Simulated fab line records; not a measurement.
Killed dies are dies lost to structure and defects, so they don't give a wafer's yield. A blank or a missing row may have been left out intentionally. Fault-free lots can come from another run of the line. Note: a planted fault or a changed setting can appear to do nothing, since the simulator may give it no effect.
fab line records    flow nand_harc
record lots=12  wafers=36  last_day=34
route steps=1302 shown A_BONDPAD@1215 THIN_TSV@1262 END@1302
lots that met no fault: from a run of the same line without faults
start_h: start of the lot's first displayed wafer, in hours after the record's first day    wait_h: hours elapsed since this lot's preceding step    " same as the row above    L1.1+2: a row that stands for several wafers    - no value present, or no start provided    * or withheld: withheld    < > ~ a bound
route shown NAME@n: names a module that has steps shown in the file, with the first one's number in the route    usual: mean/standard deviation taken from wafers without a fault    same: alike in all rows    chamber/n: place in a boat    sites: readings site by site    _std_site: standard deviation of those values    _edge_site: mean of outer sites minus mean of inner sites    radius_mm: how far each site lies from the wafer's centre    mask NAME#n: copy n    behind: tool/chamber where the wafer was last shaped    hold: cause of the lot's hold/its duration in hours/its outcome    device: names the non-switching transistor (n, p or np)    end of line: tests run on the same wafers once the route is complete    where a step has no rows: the recipe by itself    killed: count of dies lost to structure and defects at first sort (not the wafer's yield)    map: shows each die of a wafer: x if killed, . if not, _ if none is there
set.NAME: the setting that was run; set.NAME@STEP: the one run at that earlier step    model.NAME: the simulator's own value behind a step, which no gauge read
steps of the route over a sample of lots; a table a step, a row a wafer
services: when a tool's chamber went out of use (start_h, in hours from the record's first day, below 0 if earlier), for how many hours, and the reason
## steps
# step NHARC_A_BONDPAD_CD_MEAS_09
# recipe target_cd_nm=500  landing_energy_ev=500
# usual cd_nm=499.6/2
lot.wafer  tool       chamber  start_h  wait_h  cd_nm
L290.1     cd_sem-03  0        557.90   -       499.1
L290.2     "          0        "        "       502.2
L290.6     "          0        "        "       499.1
L291.1     cd_sem-03  0        562.39   -       497.8
L291.3     "          0        "        "       498.2
L291.5     "          0        "        "       497.3
L294.3     cd_sem-03  0        597.25   -       496.0
L294.5     "          0        "        "       497.2
L294.6     "          0        "        "       498.5
L293.2     cd_sem-02  0        597.82   -       497.4
L293.3     "          0        "        "       501.9
L293.4     "          0        "        "       497.3
L295.4     cd_sem-01  0        600.91   -       500.0
L295.5     "          0        "        "       501.8
L295.6     "          0        "        "       499.6
L296.1     cd_sem-01  0        612.44   -       499.8
L296.2     "          0        "        "       499.6
L296.4     "          0        "        "       498.2
L297.2     cd_sem-03  0        620.43   -       497.4
L297.3     "          0        "        "       497.9
L297.6     "          0        "        "       498.8
L299.1     cd_sem-01  0        634.28   -       497.5
L299.3     "          0        "        "       498.7
L299.6     "          0        "        "       498.9
L298.2     cd_sem-02  0        638.91   -       501.6
L298.4     "          0        "        "       502.8
L298.5     "          0        "        "       503.0
L300.2     cd_sem-03  0        646.68   -       498.9
L300.4     "          0        "        "       498.4
L300.5     "          0        "        "       497.9
L305.2     cd_sem-01  0        714.26   -       498.9
L305.3     "          0        "        "       500.1
L305.6     "          0        "        "       501.4
L311.2     cd_sem-01  0        780.84   -       499.5
L311.3     "          0        "        "       501.7
L311.5     "          0        "        "       496.5
# step NHARC_A_BONDPAD_PVD_27
# recipe target_thk_a=300  chamber_pressure_pa=5  power_w=5000  substrate_temp_c=30  time_s=20.49  material=Cu
# usual throttle_valve_pct=30.6/1.1
lot.wafer  tool            chamber  start_h  wait_h  throttle_valve_pct
L290.1     pvd_sputter-01  -        -        -       31.4
L290.2     "               -        "        "       29.4
L290.6     "               -        "        "       31.4
L291.3     pvd_sputter-03  -        -        -       28.6
L291.1     "               -        "        "       30.9
L291.5     "               -        "        "       30.3
L294.3     pvd_sputter-02  -        -        -       32.1
L294.5     "               -        "        "       30.1
L294.6     "               -        "        "       31.9
L293.2     pvd_sputter-02  -        -        -       32.0
L293.4     "               -        "        "       31.6
L293.3     "               -        "        "       29.9
L295.4     pvd_sputter-02  -        -        -       31.9
L295.6     "               -        "        "       29.9
L295.5     "               -        "        "       32.2
L296.2     pvd_sputter-02  -        -        -       32.3
L296.4     "               -        "        "       30.9
L296.1     "               -        "        "       30.1
L297.3     pvd_sputter-01  -        -        -       29.7
L297.2     "               -        "        "       30.8
L297.6     "               -        "        "       29.0
L299.1     pvd_sputter-02  -        -        -       31.7
L299.3     "               -        "        "       31.2
L299.6     "               -        "        "       32.1
L298.2     pvd_sputter-01  -        -        -       28.9
L298.4     "               -        "        "       30.9
L298.5     "               -        "        "       28.8
L300.2     pvd_sputter-01  -        -        -       29.5
L300.4     "               -        "        "       29.1
L300.5     "               -        "        "       29.6
L305.3     pvd_sputter-01  -        -        -       31.2
L305.2     "               -        "        "       30.8
L305.6     "               -        "        "       30.8
L311.2     pvd_sputter-01  -        -        -       30.7
L311.3     "               -        "        "       31.3
L311.5     "               -        "        "       30.8
# step NHARC_THIN_TSV_ETCH_44
# recipe target_depth_a=15942  time_s=797.1  cf4_flow_sccm=150  o2_flow_sccm=10  ar_flow_sccm=0  rf_w=300  bias_w=800  chemistry=CF4/O2
# usual drypump_motor_current_A=5.67/0.23  o2_flow_sccm=10.001/0.029  oes_product_au=1.000/0.011  rf_fwd_power_W=299.6/0.91  rf_vpp_V=795/4.7  showerhead_plenum_p_Torr=1.85/0.073  throttle_valve_pct=16.916/0.0087
lot.wafer  tool         chamber  start_h  wait_h  drypump_motor_current_A  o2_flow_sccm  oes_product_au  rf_fwd_power_W  rf_hours_counter_h  rf_vpp_V  showerhead_plenum_p_Torr  throttle_valve_pct
L290.1     rie_diel-01  0        573.18   0.1     5.83                     9.992         1.010           299.2           0.5                 802       1.93                      16.920
L290.2     "            2        "        "       5.48                     10.006        0.994           299.7           0.6                 796       1.85                      16.921
L290.6     "            3        "        "       5.88                     10.020        0.991           300.5           -                   790       1.77                      16.909
L291.1     rie_diel-01  2        577.50   0.2     5.46                     10.001        0.998           299.6           1.0                 795       1.85                      16.914
L291.3     "            3        "        "       5.90                     10.029        0.990           299.7           1.1                 791       1.77                      16.919
L291.5     "            1        "        "       5.21                     10.075        0.988           299.3           -                   793       1.80                      16.908
L294.3     rie_diel-01  2        612.51   0.2     5.48                     10.013        0.996           301.1           3.6                 796       1.85                      16.910
L294.6     "            1        "        "       5.21                     9.961         0.991           300.6           -                   791       1.80                      16.904
L294.5     "            2        "        "       5.47                     9.966         0.994           299.5           -                   794       1.85                      16.913
L293.2     rie_diel-03  0        613.53   0.1     5.69                     9.980         0.984           300.2           7.6                 791       1.76                      16.913
L293.3     "            1        "        "       5.79                     10.032        0.989           298.8           7.7                 801       1.95                      16.905
L293.4     "            3        "        "       6.14                     9.980         1.011           298.6           7.9                 802       1.95                      16.900
L295.4     rie_diel-06  0        616.39   0.1     5.53                     10.013        0.991           299.2           4.0                 790       1.77                      16.918
L295.6     "            0        "        "       5.54                     10.027        0.999           300.2           -                   792       1.77                      16.926
L295.5     "            1        "        "       5.83                     10.006        1.010           299.9           -                   803       1.94                      16.907
L296.1     rie_diel-06  3        627.95   0.1     5.41                     10.018        1.008           299.5           4.2                 792       1.80                      16.919
L296.2     "            0        "        "       5.48                     9.990         0.995           300.0           4.6                 790       1.77                      16.921
L296.4     "            1        "        "       5.80                     9.962         0.995           300.0           8.8                 802       1.94                      16.908
L297.2     rie_diel-01  1        635.76   0.1     5.21                     9.973         0.986           300.0           5.2                 792       1.80                      16.916
L297.3     "            0        "        "       5.81                     9.981         1.012           300.2           5.5                 799       1.93                      16.918
L297.6     "            2        "        "       5.48                     10.038        0.991           299.6           -                   797       1.85                      16.922
L299.3     rie_diel-06  1        649.61   0.2     5.81                     9.966         0.999           299.5           10.0                801       1.94                      16.916
L299.1     "            2        "        "       5.78                     10.005        1.003           299.2           9.0                 797       1.87                      16.921
L299.6     "            0        "        "       5.53                     9.966         0.983           298.4           -                   790       1.76                      16.917
L298.4     rie_diel-03  2        656.03   0.1     5.50                     9.986         1.010           299.0           0.8                 794       1.83                      16.918
L298.2     "            3        "        "       6.16                     9.996         1.017           299.4           1.2                 801       1.95                      16.912
L298.5     "            1        "        "       5.80                     10.018        1.014           299.0           -                   801       1.95                      16.917
L300.4     rie_diel-03  3        663.92   0.1     6.14                     9.976         1.027           299.4           1.6                 802       1.95                      16.925
L300.2     "            2        "        "       5.46                     10.067        1.015           300.5           1.5                 793       1.83                      16.926
L300.5     "            0        "        "       5.67                     10.024        0.999           298.4           -                   789       1.76                      16.928
L305.2     rie_diel-01  3        729.59   0.1     5.87                     9.975         0.981           300.2           10.4                791       1.77                      16.899
L305.3     "            1        "        "       5.23                     10.037        1.074           337.4           9.0                 792       1.80                      16.922
L305.6     "            2        "        "       5.49                     9.995         0.996           298.9           -                   796       1.85                      16.928
L311.2     rie_diel-06  2        798.25   0.1     5.79                     10.040        0.999           300.9           5.1                 796       1.87                      16.911
L311.3     "            0        "        "       5.52                     10.019        0.982           302.4           5.8                 790       1.76                      16.904
L311.5     "            1        "        "       5.81                     10.012        0.991           300.5           -                   800       1.94                      16.917
# step NHARC_THIN_TSV_ANNEAL_52
# recipe temp_c=225  time_s=90
# usual anneal_temp_c=225.01/0.16  wafer_temp_C_max=226.17/0.25
lot.wafer  tool           chamber  start_h  wait_h  anneal_temp_c  wafer_temp_C_max
L290.1     rtp_anneal-01  0        576.81   0.6     225.07         226.14
L290.2     "              0        "        "       224.94         225.80
L290.6     "              0        "        "       225.01         226.23
L291.1     rtp_anneal-02  0        581.32   0.6     224.90         226.37
L291.3     "              0        "        "       225.16         226.06
L291.5     "              0        "        "       225.04         226.27
L294.3     rtp_anneal-02  0        616.26   0.4     225.09         226.25
L294.5     "              0        "        "       225.22         226.05
L294.6     "              0        "        "       225.14         225.98
L293.2     rtp_anneal-01  0        617.27   0.6     224.91         226.05
L293.3     "              0        "        "       224.79         226.30
L293.4     "              0        "        "       224.92         226.39
L295.4     rtp_anneal-01  0        620.40   0.5     224.97         226.21
L295.5     "              0        "        "       224.87         226.32
L295.6     "              0        "        "       224.84         226.29
L296.1     rtp_anneal-02  0        631.68   0.6     224.92         226.02
L296.2     "              0        "        "       224.97         226.32
L296.4     "              0        "        "       224.87         226.33
L297.2     rtp_anneal-01  0        639.65   0.7     225.39         226.62
L297.3     "              0        "        "       224.97         226.28
L297.6     "              0        "        "       225.17         226.24
L299.1     rtp_anneal-02  0        653.80   0.6     225.00         226.12
L299.3     "              0        "        "       224.97         226.46
L299.6     "              0        "        "       224.82         226.12
L298.2     rtp_anneal-01  0        659.74   0.6     225.12         225.83
L298.4     "              0        "        "       225.16         226.09
L298.5     "              0        "        "       224.93         226.06
L300.2     rtp_anneal-02  0        667.72   0.7     224.92         226.96
L300.4     "              0        "        "       224.92         226.47
L300.5     "              0        "        "       225.02         226.30
L305.2     rtp_anneal-01  0        733.29   0.7     225.07         225.62
L305.3     "              0        "        "       225.03         225.76
L305.6     "              0        "        "       225.01         225.85
L311.2     rtp_anneal-02  0        802.20   0.7     225.09         226.05
L311.3     "              0        "        "       225.12         225.97
L311.5     "              0        "        "       225.03         226.26
# step NHARC_END_SORT_01
# recipe temp_c=25
# usual defect_limited_yield=90.6/2.9  killed_at_array=59/20  killed_at_other=0.8/1.2  killed_at_periphery=3.5/2.2  killed_dies=63/20  killed_open=3.3/1.8  killed_short=2.6/1.7
# same gross_dies=677
lot.wafer  tool       chamber  start_h  wait_h  defect_limited_yield[%]  killed_at_array  killed_at_other  killed_at_periphery  killed_dies  killed_open  killed_short
L293.2     prober-02  0        627.83   2.8     91.3                     55               0                4                    59           2            1
L293.3     prober-02  0        628.64   3.1     91.3                     53               0                6                    59           3            1
L293.4     prober-02  0        629.44   3.4     89.2                     69               0                4                    73           3            8
L295.4     prober-02  0        637.23   3.4     89.8                     68               0                1                    69           2            0
L295.5     prober-02  0        638.03   3.7     87.0                     85               1                2                    88           4            2
L295.6     prober-02  0        638.83   4.0     89.2                     72               0                1                    73           3            1
L296.1     prober-01  0        642.64   2.5     94.2                     39               0                0                    39           3            6
L296.2     prober-01  0        643.45   2.8     95.6                     28               0                2                    30           5            2
L296.4     prober-01  0        645.06   3.4     93.6                     39               0                4                    43           4            7
L297.2     prober-02  0        651.30   2.8     85.5                     96               1                1                    98           3            1
L297.3     prober-02  0        652.09   3.1     87.1                     81               3                3                    87           3            2
L297.6     prober-02  0        654.47   4.0     84.5                     99               3                3                    105          2            3
L305.2     prober-02  0        748.00   2.8     93.9                     36               0                5                    41           4            4
L305.3     prober-02  0        748.80   3.1     93.8                     41               0                1                    42           1            0
L305.6     prober-02  0        751.19   4.0     93.9                     36               0                5                    41           3            0
L311.2     prober-01  0        816.53   2.8     90.8                     61               0                1                    62           0            3
L311.3     prober-01  0        817.32   3.1     89.8                     68               0                1                    69           3            0
L311.5     prober-01  0        818.89   3.7     90.3                     66               0                0                    66           4            1
# killed by level:class
L293.2 A_SLIT:chamber_film_flake=30 A_CHANNEL_HOLE_D2:chamber_film_flake=11 A_CONTACT:chamber_film_flake=7 P_ZERO_WELL:chamber_film_flake=2 A_CHANNEL_HOLE_D1:chamber_film_flake=2 A_STAIRCASE:chamber_film_flake=2 P_CONTACT:geometric_particle:open=1 P_M0:geometric_particle:open=1
L293.3 A_SLIT:chamber_film_flake=28 A_CHANNEL_HOLE_D2:chamber_film_flake=9 A_CONTACT:chamber_film_flake=6 P_STI:chamber_film_flake=3 A_CHANNEL_HOLE_D1:chamber_film_flake=2 A_STAIRCASE:chamber_film_flake=2 P_CONTACT:geometric_particle:open=1 A_DECK1_JOINT:geometric_particle:open=1
L293.4 A_SLIT:chamber_film_flake=34 A_CHANNEL_HOLE_D2:chamber_film_flake=12 A_CONTACT:chamber_film_flake=6 A_CHANNEL_HOLE_D1:geometric_particle:short=3 A_WL_FILL:geometric_particle:short=2 P_ZERO_WELL:chamber_film_flake=2 A_CHANNEL_HOLE_D1:chamber_film_flake=2 A_STAIRCASE:chamber_film_flake=2
L295.4 A_SLIT:chamber_film_flake=30 A_CHANNEL_HOLE_D1:chamber_film_flake=23 A_CHANNEL_HOLE_D2:chamber_film_flake=9 A_STAIRCASE:chamber_film_flake=4 P_GATE:geometric_particle:open=1 A_ONON_D1:geometric_particle:open=1 A_CONTACT:chamber_film_flake=1
L295.5 A_SLIT:chamber_film_flake=37 A_CHANNEL_HOLE_D1:chamber_film_flake=30 A_CHANNEL_HOLE_D2:chamber_film_flake=9 A_ONON_D1:geometric_particle:open=2 A_DECK1_JOINT:geometric_particle:open=1 A_ONON_D2:geometric_particle:open=1 A_SGD_CUT:geometric_particle:short=1 A_SLIT:geometric_particle:short=1
L295.6 A_SLIT:chamber_film_flake=33 A_CHANNEL_HOLE_D1:chamber_film_flake=23 A_CHANNEL_HOLE_D2:chamber_film_flake=9 A_CONTACT:chamber_film_flake=2 P_M0:geometric_particle:open=1 A_ONON_D1:geometric_particle:short=1 A_ONON_D1:geometric_particle:open=1 A_CONTACT:geometric_particle:open=1
L296.1 A_CHANNEL_HOLE_D2:chamber_film_flake=14 A_CONTACT:chamber_film_flake=5 A_CHANNEL_HOLE_D1:chamber_film_flake=3 A_ONON_D1:geometric_particle:short=2 A_DECK1_JOINT:geometric_particle:short=2 A_CHANNEL_FILL_D1:chamber_film_flake=2 A_STAIRCASE:chamber_film_flake=2 A_SLIT:chamber_film_flake=2
L296.2 A_CHANNEL_HOLE_D2:chamber_film_flake=12 A_CHANNEL_HOLE_D1:chamber_film_flake=6 A_CONTACT:chamber_film_flake=3 A_ONON_D1:geometric_particle:open=2 P_CONTACT:geometric_particle:open=1 A_SOURCE_PLATE:geometric_particle:short=1 A_ONON_D2:geometric_particle:open=1 A_CHANNEL_FILL_D2:geometric_particle:short=1
L296.4 A_CHANNEL_HOLE_D2:chamber_film_flake=16 A_CHANNEL_HOLE_D1:chamber_film_flake=5 A_CHANNEL_FILL_D2:chamber_film_flake=3 P_CONTACT:geometric_particle:short=2 A_CONTACT:geometric_particle:open=2 A_CHANNEL_FILL_D1:chamber_film_flake=2 A_STAIRCASE:chamber_film_flake=2 P_CONTACT:geometric_particle:open=1
L297.2 A_CHANNEL_HOLE_D1:chamber_film_flake=40 A_SLIT:chamber_film_flake=34 A_CHANNEL_HOLE_D2:chamber_film_flake=12 A_DECK1_JOINT:chamber_film_flake=3 A_ZERO_WELL:chamber_film_flake=2 P_M0:geometric_particle:open=1 A_WL_FILL:geometric_particle:open=1 A_M0:geometric_particle:open=1
L297.3 A_SLIT:chamber_film_flake=32 A_CHANNEL_HOLE_D1:chamber_film_flake=26 A_CHANNEL_HOLE_D2:chamber_film_flake=15 A_DECK1_JOINT:chamber_film_flake=2 THIN_TSV:chamber_film_flake=2 P_GATE:geometric_particle:open=1 P_CONTACT:geometric_particle:open=1 A_ONON_D1:geometric_particle:short=1
L297.6 A_CHANNEL_HOLE_D1:chamber_film_flake=41 A_SLIT:chamber_film_flake=32 A_CHANNEL_HOLE_D2:chamber_film_flake=13 A_STAIRCASE:chamber_film_flake=3 A_BONDPAD:chamber_film_flake=3 THIN_TSV:chamber_film_flake=3 A_DECK1_JOINT:chamber_film_flake=2 P_GATE:geometric_particle:short=1
L305.2 A_CHANNEL_HOLE_D1:chamber_film_flake=10 A_CONTACT:chamber_film_flake=10 A_SLIT:chamber_film_flake=4 A_CHANNEL_FILL_D2:geometric_particle:open=2 P_BONDPAD:chamber_film_flake=2 A_M1:chamber_film_flake=2 P_M0:geometric_particle:short=1 P_M1:geometric_particle:open=1
L305.3 A_CONTACT:chamber_film_flake=13 A_CHANNEL_HOLE_D1:chamber_film_flake=12 A_SLIT:chamber_film_flake=8 A_STAIRCASE:chamber_film_flake=4 A_WL_FILL:chamber_film_flake=2 A_M1:chamber_film_flake=1 A_BLC:geometric_particle:open=1 P_M2:chamber_film_flake=1
L305.6 A_CHANNEL_HOLE_D1:chamber_film_flake=11 A_CONTACT:chamber_film_flake=9 A_SLIT:chamber_film_flake=6 A_M1:chamber_film_flake=4 P_BONDPAD:chamber_film_flake=3 A_STAIRCASE:chamber_film_flake=2 P_GATE:geometric_particle:open=1 A_CONTACT:geometric_particle:open=1
L311.2 A_SLIT:chamber_film_flake=30 A_CHANNEL_HOLE_D2:chamber_film_flake=27 P_CONTACT:geometric_particle:short=1 A_DECK1_JOINT:geometric_particle:short=1 A_CHANNEL_HOLE_D2:geometric_particle:short=1 A_WL_FILL:chamber_film_flake=1 A_CONTACT:chamber_film_flake=1
L311.3 A_SLIT:chamber_film_flake=35 A_CHANNEL_HOLE_D2:chamber_film_flake=20 A_CONTACT:chamber_film_flake=5 A_WL_FILL:chamber_film_flake=3 A_STAIRCASE:chamber_film_flake=2 P_STI:geometric_particle:open=1 A_ONON_D2:geometric_particle:open=1 A_SGD_CUT:geometric_particle:open=1
L311.5 A_SLIT:chamber_film_flake=32 A_CHANNEL_HOLE_D2:chamber_film_flake=25 A_ONON_D1:geometric_particle:open=1 A_DECK1_JOINT:geometric_particle:open=1 A_SGD_CUT:geometric_particle:open=1 A_CONTACT:geometric_particle:short=1 A_M0:geometric_particle:open=1 A_DECK1_JOINT:chamber_film_flake=1
## services
tool            chamber  start_h  hours  kind
rie_diel-06     1        547.11   2.3    repair
rie_diel-01     -        557.80   9.0    pm
pvd_sputter-03  -        558.22   1.5    repair
pvd_sputter-01  -        565.91   27.1   repair
rie_diel-06     2        573.13   8.4    repair
pvd_sputter-03  -        573.89   4.1    repair
rie_diel-03     2        584.97   7.5    repair
pvd_sputter-01  -        593.01   10.0   pm
rie_diel-03     -        635.30   9.0    pm
pvd_sputter-02  -        639.67   10.0   pm
rie_diel-06     -        661.30   9.0    pm
rie_diel-03     1        664.96   4.9    repair
rie_diel-03     3        688.27   2.8    repair
pvd_sputter-03  -        704.14   10.0   pm
rie_diel-03     3        704.20   15.2   repair
rie_diel-01     1        714.76   2.4    repair
pvd_sputter-03  -        731.36   42.5   repair
rie_diel-01     -        734.93   9.0    pm
rtp_anneal-02   -        744.30   12.0   pm
rie_diel-06     3        755.13   4.3    repair
pvd_sputter-01  -        758.24   1.0    repair
rie_diel-06     1        768.05   4.7    repair
pvd_sputter-02  -        768.80   4.0    repair
pvd_sputter-01  -        771.07   10.0   pm
## key
first_sign step=NHARC_THIN_TSV_ETCH_44  reading=rf_fwd_power_W  direction=up  sigmas=41  usual=*  struck=*
effect step=NHARC_THIN_TSV_ETCH_44  reading=oes_product_au  direction=up  sigmas=6.7  usual=1.000  struck=1.074
met_at NHARC_THIN_TSV_ETCH_44
struck_lots L305
struck_wafers L305.3
not_acting_at NHARC_A_BONDPAD_CD_MEAS_09,NHARC_A_BONDPAD_PVD_27,NHARC_THIN_TSV_ANNEAL_52
onset_between 635.76 729.59
fault kind=process_parameter_drift  tool=rie_diel-01  chamber=1  onset_h=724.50  steps=NHARC_THIN_TSV_ETCH_44  channel=rf_w  offset=*  shape=step  end_h=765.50  acts_in=*  stated=*
